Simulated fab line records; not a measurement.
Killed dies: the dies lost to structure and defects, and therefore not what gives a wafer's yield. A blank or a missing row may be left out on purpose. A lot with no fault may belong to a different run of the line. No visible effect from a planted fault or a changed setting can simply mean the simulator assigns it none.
Matching of chambers / flow n5 finfet / N5_GATE_CUT_HM_OPEN_40 on rie diel-05 has 4 sister chambers
The step chemistry C4F6/O2, target SiO2, target depth 139 nm, time 85.1 s. 20 wafers are shown with their chamber, then 10 later ones without.

== WAFERS, EACH WITH ITS CHAMBER ==
wafer=L074.2; chamber=0; showerhead plenum p Torr (Torr)=2.82; rf vpp V (V)=682; throttle valve pct (%)=20.89
wafer=L074.3; chamber=3; showerhead plenum p Torr (Torr)=2.80; rf vpp V (V)=668; throttle valve pct (%)=21.20
wafer=L074.4; chamber=2; showerhead plenum p Torr (Torr)=2.87; rf vpp V (V)=646; throttle valve pct (%)=20.58
wafer=L079.2; chamber=1; showerhead plenum p Torr (Torr)=2.93; rf vpp V (V)=651; throttle valve pct (%)=20.63
wafer=L079.4; chamber=0; showerhead plenum p Torr (Torr)=2.82; rf vpp V (V)=682; throttle valve pct (%)=20.90
wafer=L079.6; chamber=1; showerhead plenum p Torr (Torr)=2.93; rf vpp V (V)=650; throttle valve pct (%)=20.61
wafer=L081.1; chamber=1; showerhead plenum p Torr (Torr)=2.93; rf vpp V (V)=651; throttle valve pct (%)=20.61
wafer=L081.2; chamber=3; showerhead plenum p Torr (Torr)=2.80; rf vpp V (V)=669; throttle valve pct (%)=21.24
wafer=L081.5; chamber=3; showerhead plenum p Torr (Torr)=2.80; rf vpp V (V)=668; throttle valve pct (%)=21.24
wafer=L083.1; chamber=0; showerhead plenum p Torr (Torr)=2.82; rf vpp V (V)=681; throttle valve pct (%)=20.91
wafer=L083.3; chamber=1; showerhead plenum p Torr (Torr)=2.93; rf vpp V (V)=651; throttle valve pct (%)=20.63
wafer=L083.5; chamber=0; showerhead plenum p Torr (Torr)=2.82; rf vpp V (V)=682; throttle valve pct (%)=20.92
wafer=L084.3; chamber=0; showerhead plenum p Torr (Torr)=2.81; rf vpp V (V)=681; throttle valve pct (%)=20.94
wafer=L084.4; chamber=2; showerhead plenum p Torr (Torr)=2.87; rf vpp V (V)=646; throttle valve pct (%)=20.62
wafer=L084.5; chamber=0; showerhead plenum p Torr (Torr)=2.81; rf vpp V (V)=681; throttle valve pct (%)=20.91
wafer=L086.2; chamber=1; showerhead plenum p Torr (Torr)=2.93; rf vpp V (V)=650; throttle valve pct (%)=20.66
wafer=L086.5; chamber=0; showerhead plenum p Torr (Torr)=2.81; rf vpp V (V)=681; throttle valve pct (%)=20.93
wafer=L086.6; chamber=3; showerhead plenum p Torr (Torr)=2.80; rf vpp V (V)=667; throttle valve pct (%)=21.23
wafer=L090.3; chamber=1; showerhead plenum p Torr (Torr)=2.93; rf vpp V (V)=649; throttle valve pct (%)=20.65
wafer=L090.5; chamber=0; showerhead plenum p Torr (Torr)=2.81; rf vpp V (V)=680; throttle valve pct (%)=20.95

SIGNATURES (averages over the wafers above)
reading=showerhead plenum p Torr; chamber 0=2.8150; chamber 1=2.9300; chamber 2=2.8700; chamber 3=2.8000; scatter within a chamber=0.00354
reading=rf vpp V; chamber 0=681.25; chamber 1=650.33; chamber 2=646.00; chamber 3=668.00; scatter within a chamber=0.743
reading=throttle valve pct; chamber 0=20.9187; chamber 1=20.6317; chamber 2=20.6000; chamber 3=21.2275; scatter within a chamber=0.0207
Rule: for a wafer and a chamber, the distance is found by dividing, reading by reading, the gap between the wafer's reading and the chamber's mean by the reading's scatter, squaring, summing and taking the root. The wafer belongs to the nearest chamber; if the next one is less than 2 further off, it can't be placed. How the scatter is found: for the shown wafers, subtract from each reading the mean of its chamber, square and add these, divide the total by (wafers less chambers), then take the root.

== WAFERS WITHOUT THEIR CHAMBER ==
wafer=L090.6; showerhead plenum p Torr (Torr)=2.79; rf vpp V (V)=667; throttle valve pct (%)=21.25
wafer=L094.1; showerhead plenum p Torr (Torr)=2.79; rf vpp V (V)=666; throttle valve pct (%)=21.27
wafer=L094.2; showerhead plenum p Torr (Torr)=2.86; rf vpp V (V)=646; throttle valve pct (%)=20.64
wafer=L094.4; showerhead plenum p Torr (Torr)=2.81; rf vpp V (V)=681; throttle valve pct (%)=20.93
wafer=L095.1; showerhead plenum p Torr (Torr)=2.86; rf vpp V (V)=644; throttle valve pct (%)=20.66
wafer=L095.4; showerhead plenum p Torr (Torr)=2.81; rf vpp V (V)=681; throttle valve pct (%)=20.94
wafer=L095.5; showerhead plenum p Torr (Torr)=2.79; rf vpp V (V)=669; throttle valve pct (%)=21.26
wafer=L096.1; showerhead plenum p Torr (Torr)=2.81; rf vpp V (V)=680; throttle valve pct (%)=20.94
wafer=L096.2; showerhead plenum p Torr (Torr)=2.92; rf vpp V (V)=649; throttle valve pct (%)=20.67
wafer=L096.3; showerhead plenum p Torr (Torr)=2.86; rf vpp V (V)=645; throttle valve pct (%)=20.66

== THE CHAMBER EACH PASSED THROUGH ==
wafer=L090.6; from the rows above=3; in truth=3
wafer=L094.1; from the rows above=3; in truth=3
wafer=L094.2; from the rows above=2; in truth=2
wafer=L094.4; from the rows above=0; in truth=0
wafer=L095.1; from the rows above=2; in truth=2
wafer=L095.4; from the rows above=0; in truth=0
wafer=L095.5; from the rows above=3; in truth=3
wafer=L096.1; from the rows above=0; in truth=0
wafer=L096.2; from the rows above=1; in truth=1
wafer=L096.3; from the rows above=2; in truth=2
10 of 10 placed correctly. Number that these rows cannot place: 0. Wrongly placed: 0.
